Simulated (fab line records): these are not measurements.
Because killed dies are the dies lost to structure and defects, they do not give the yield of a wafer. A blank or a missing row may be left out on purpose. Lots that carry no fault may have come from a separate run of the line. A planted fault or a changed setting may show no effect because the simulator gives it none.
What tool caused it? / flow n5Finfet / 7 lots with 20 wafers sampled at 3 steps, on a route of 1938 steps

== WHAT THE GAUGES READ, wafer by wafer ==
N5_FIN_SAQP_INSPECT_40: inspects for defects (brightfield).
lot=L993; measured=day 2 09:23; on=defectInspect-01; rawDefectCount=165 314
lot=L997; measured=day 3 13:07; on=defectInspect-02; rawDefectCount=210 349 275
lot=L101; measured=day 4 09:31; on=defectInspect-02; rawDefectCount=225 138 225
lot=L103; measured=day 4 22:49; on=defectInspect-02; rawDefectCount=224 352 275
lot=L108; measured=day 6 02:35; on=defectInspect-01; rawDefectCount=366 333 291
lot=L110; measured=day 6 15:30; on=defectInspect-02; rawDefectCount=208 187 214
lot=L114; measured=day 7 15:19; on=defectInspect-02; rawDefectCount=292 374 199

== TOOL THAT RAN EACH LOT (tool first, then ch and the chambers of the sampled wafers, then the start) ==
lot=L993; N5_FIN_SAQP_SPACER2_ETCHBACK_29=rieDiel-06 ch 0, day 2 08:37; N5_FIN_SAQP_ETCH_34=rieDiel-04 ch 2, day 2 08:55
lot=L997; N5_FIN_SAQP_SPACER2_ETCHBACK_29=rieDiel-04 ch 0,2,3, day 3 12:02; N5_FIN_SAQP_ETCH_34=rieDiel-01 ch 1,2, day 3 12:39
lot=L101; N5_FIN_SAQP_SPACER2_ETCHBACK_29=rieDiel-01 ch 0,1,2, day 4 08:29; N5_FIN_SAQP_ETCH_34=rieDiel-04 ch 1,2,3, day 4 09:03
lot=L103; N5_FIN_SAQP_SPACER2_ETCHBACK_29=rieDiel-04 ch 0,1,3, day 4 22:02; N5_FIN_SAQP_ETCH_34=rieDiel-01 ch 0,3, day 4 22:20
lot=L108; N5_FIN_SAQP_SPACER2_ETCHBACK_29=rieDiel-01 ch 0,1,3, day 6 01:48; N5_FIN_SAQP_ETCH_34=rieDiel-06 ch 0,3, day 6 02:07
lot=L110; N5_FIN_SAQP_SPACER2_ETCHBACK_29=rieDiel-06 ch 1,2,3, day 6 14:37; N5_FIN_SAQP_ETCH_34=rieDiel-01 ch 0,1,2, day 6 15:02
lot=L114; N5_FIN_SAQP_SPACER2_ETCHBACK_29=rieDiel-06 ch 1,2,3, day 7 14:32; N5_FIN_SAQP_ETCH_34=rieDiel-01 ch 0,2,3, day 7 14:50
- N5_FIN_SAQP_SPACER2_ETCHBACK_29: etches SiO2 in CHF3/O2, target depth 12.2 nm, time 6.1 s.
- N5_FIN_SAQP_ETCH_34: etches SiO2 in C4F6/O2, target depth 45 nm, time 15 s.

== THE ANSWER, worked out from the rows above alone ==
Rule: the lots themselves supply what counts as usual. Put in order of their means at a reading, lots are off if they are a third of the lots or fewer, leave a main group of 4 or more, and stand apart from it by a gap of 3 or more times the standard deviation of the main group's means; of several such gaps the widest counts. A main group is skipped when, at the precision printed for the reading in the tables above, its means are all equal. A lot without any number at a reading at which 4 lots or more have one is off too. Any other lot the step has rows for is counted as sound.
No lot is off at any reading shown: from this, nothing can be told.

== WHAT THE SIMULATOR HAD INSERTED ==
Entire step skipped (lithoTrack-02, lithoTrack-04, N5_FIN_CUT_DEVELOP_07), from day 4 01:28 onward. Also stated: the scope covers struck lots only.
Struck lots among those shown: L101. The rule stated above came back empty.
